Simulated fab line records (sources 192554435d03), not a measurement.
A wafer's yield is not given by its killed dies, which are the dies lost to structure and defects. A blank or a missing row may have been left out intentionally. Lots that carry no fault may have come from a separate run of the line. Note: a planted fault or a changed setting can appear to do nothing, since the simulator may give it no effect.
Chamber matching + flow n5-finfet + uv-cure-03 running N5_BEOL_M9_CURE_71: 3 sister chambers
The step cures SiCOH lowk, time 240 s. 6 wafers are shown with their chamber, then 7 later ones without.

== WAFERS, EACH WITH ITS CHAMBER ==
| wafer  | chamber | wafer_temp_C_max | lamp-power-pct (%) |
|--------|---------|------------------|--------------------|
| L076.4 | 1       | 388.1            | 52.37              |
| L076.5 | 1       | 387.6            | 52.31              |
| L079.4 | 0       | 386.9            | 52.28              |
| L079.6 | 0       | 387.8            | 52.26              |
| L085.3 | 2       | 387.9            | 52.33              |
| L085.4 | 2       | 387.4            | 52.27              |

== WAFERS MISSING THEIR CHAMBER ==
| wafer  | wafer_temp_C_max | lamp-power-pct (%) |
|--------|------------------|--------------------|
| L085.6 | 386.6            | 52.34              |
| L086.1 | 386.8            | 52.34              |
| L086.4 | 387.3            | 52.32              |
| L086.5 | 387.0            | 52.34              |
| L091.1 | 388.9            | 52.29              |
| L091.3 | 387.3            | 52.29              |
| L091.6 | 387.4            | 52.36              |

== WHICH CHAMBER EACH WENT THROUGH ==
| wafer  | from the rows above          | in truth |
|--------|------------------------------|----------|
| L085.6 | can't be placed: 2 or 0 or 1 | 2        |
| L086.1 | can't be placed: 2 or 1 or 0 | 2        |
| L086.4 | can't be placed: 2 or 1 or 0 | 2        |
| L086.5 | can't be placed: 2 or 1 or 0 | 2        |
| L091.1 | can't be placed: 1 or 2 or 0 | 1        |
| L091.3 | can't be placed: 0 or 2 or 1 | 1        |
| L091.6 | can't be placed: 1 or 2 or 0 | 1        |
0 of 7 placed correctly. Cannot be placed on the basis of these rows: 7; the candidates contain the true chamber in 7. Placed wrongly: 0.
How it was worked out, from the rows above alone: a wafer's distance from a chamber is the root of the sum, over the readings, of the square of ((its reading less the chamber's mean) divided by the reading's scatter). The wafer belongs to the nearest chamber; if the next one is less than 2 further off, it can't be placed. Each chamber's mean is taken over the wafers shown for it. The scatter is the square root of a quotient: the sum, over the shown wafers, of each reading's squared deviation from its chamber's mean, divided by wafers minus chambers.
